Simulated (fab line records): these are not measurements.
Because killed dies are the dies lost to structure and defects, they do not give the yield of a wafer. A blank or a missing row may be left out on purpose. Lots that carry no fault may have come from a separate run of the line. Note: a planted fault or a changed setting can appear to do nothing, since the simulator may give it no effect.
Matching of chambers :: flow nand-harc :: rie-diel-04 running NHARC_A_BONDPAD_DESCUM_11: 3 sister chambers
The step chemistry O2, time 3 s. 14 wafers are shown with their chamber, then 6 later ones without.

== WAFERS, EACH WITH ITS CHAMBER ==
wafer: L076.1
chamber: 1
drypump-motor-current-A (A): 5.51
showerhead-plenum-p-Torr (Torr): 2.02
oes-product-au (a.u.): 1.001

wafer: L076.3
chamber: 0
drypump-motor-current-A (A): 5.79
showerhead-plenum-p-Torr (Torr): 2.01
oes-product-au (a.u.): 1.008

wafer: L076.5
chamber: 0
drypump-motor-current-A (A): 5.77
showerhead-plenum-p-Torr (Torr): 2.01
oes-product-au (a.u.): 1.009

wafer: L077.2
chamber: 2
drypump-motor-current-A (A): 5.63
showerhead-plenum-p-Torr (Torr): 2.03
oes-product-au (a.u.): 1.000

wafer: L077.5
chamber: 1
drypump-motor-current-A (A): 5.50
showerhead-plenum-p-Torr (Torr): 2.02
oes-product-au (a.u.): 0.997

wafer: L077.6
chamber: 0
drypump-motor-current-A (A): 5.80
showerhead-plenum-p-Torr (Torr): 2.01
oes-product-au (a.u.): 0.996

wafer: L079.1
chamber: 2
drypump-motor-current-A (A): 5.61
showerhead-plenum-p-Torr (Torr): 2.03
oes-product-au (a.u.): 1.014

wafer: L079.5
chamber: 0
drypump-motor-current-A (A): 5.80
showerhead-plenum-p-Torr (Torr): 2.01
oes-product-au (a.u.): 0.996

wafer: L079.6
chamber: 2
drypump-motor-current-A (A): 5.61
showerhead-plenum-p-Torr (Torr): 2.03
oes-product-au (a.u.): 1.003

wafer: L081.2
chamber: 0
drypump-motor-current-A (A): 5.78
showerhead-plenum-p-Torr (Torr): 2.00
oes-product-au (a.u.): 0.997

wafer: L081.3
chamber: 2
drypump-motor-current-A (A): 5.61
showerhead-plenum-p-Torr (Torr): 2.03
oes-product-au (a.u.): 1.001

wafer: L081.5
chamber: 2
drypump-motor-current-A (A): 5.61
showerhead-plenum-p-Torr (Torr): 2.03
oes-product-au (a.u.): 1.007

wafer: L087.2
chamber: 2
drypump-motor-current-A (A): 5.64
showerhead-plenum-p-Torr (Torr): 2.02
oes-product-au (a.u.): 1.015

wafer: L087.5
chamber: 1
drypump-motor-current-A (A): 5.51
showerhead-plenum-p-Torr (Torr): 2.01
oes-product-au (a.u.): 1.010

SIGNATURES (averages over the wafers above)
reading: drypump-motor-current-A
chamber 0: 5.7880
chamber 1: 5.5067
chamber 2: 5.6183
scatter within a chamber: 0.0122

reading: showerhead-plenum-p-Torr
chamber 0: 2.0080
chamber 1: 2.0167
chamber 2: 2.0283
scatter within a chamber: 0.00457

reading: oes-product-au
chamber 0: 1.00120
chamber 1: 1.00267
chamber 2: 1.00667
scatter within a chamber: 0.00661
Rule: for each reading, subtract the chamber's mean from the wafer's reading, divide by that reading's scatter and square the result; add these up over the readings and take the root, which gives the wafer's distance from the chamber. The wafer belongs to the nearest chamber; if the next one is less than 2 further off, it can't be placed. The scatter is the square root of a quotient: the sum, over the shown wafers, of each reading's squared deviation from its chamber's mean, divided by wafers minus chambers.

== WAFERS WITHOUT THEIR CHAMBER ==
wafer: L087.6
drypump-motor-current-A (A): 5.78
showerhead-plenum-p-Torr (Torr): 2.00
oes-product-au (a.u.): 1.000

wafer: L092.1
drypump-motor-current-A (A): 5.74
showerhead-plenum-p-Torr (Torr): 2.00
oes-product-au (a.u.): 1.001

wafer: L092.5
drypump-motor-current-A (A): 5.79
showerhead-plenum-p-Torr (Torr): 2.00
oes-product-au (a.u.): 1.011

wafer: L097.1
drypump-motor-current-A (A): 5.51
showerhead-plenum-p-Torr (Torr): 2.00
oes-product-au (a.u.): 0.994

wafer: L097.5
drypump-motor-current-A (A): 5.50
showerhead-plenum-p-Torr (Torr): 2.01
oes-product-au (a.u.): 0.995

wafer: L097.6
drypump-motor-current-A (A): 5.80
showerhead-plenum-p-Torr (Torr): 2.00
oes-product-au (a.u.): 0.984

== EACH ONE'S CHAMBER ==
wafer: L087.6
from the rows above: 0
in truth: 0

wafer: L092.1
from the rows above: 0
in truth: 0

wafer: L092.5
from the rows above: 0
in truth: 0

wafer: L097.1
from the rows above: 1
in truth: 1

wafer: L097.5
from the rows above: 1
in truth: 1

wafer: L097.6
from the rows above: 0
in truth: 0
Placed correctly: 6 of 6. Left unplaced by these rows: 0. Number placed wrongly: 0.
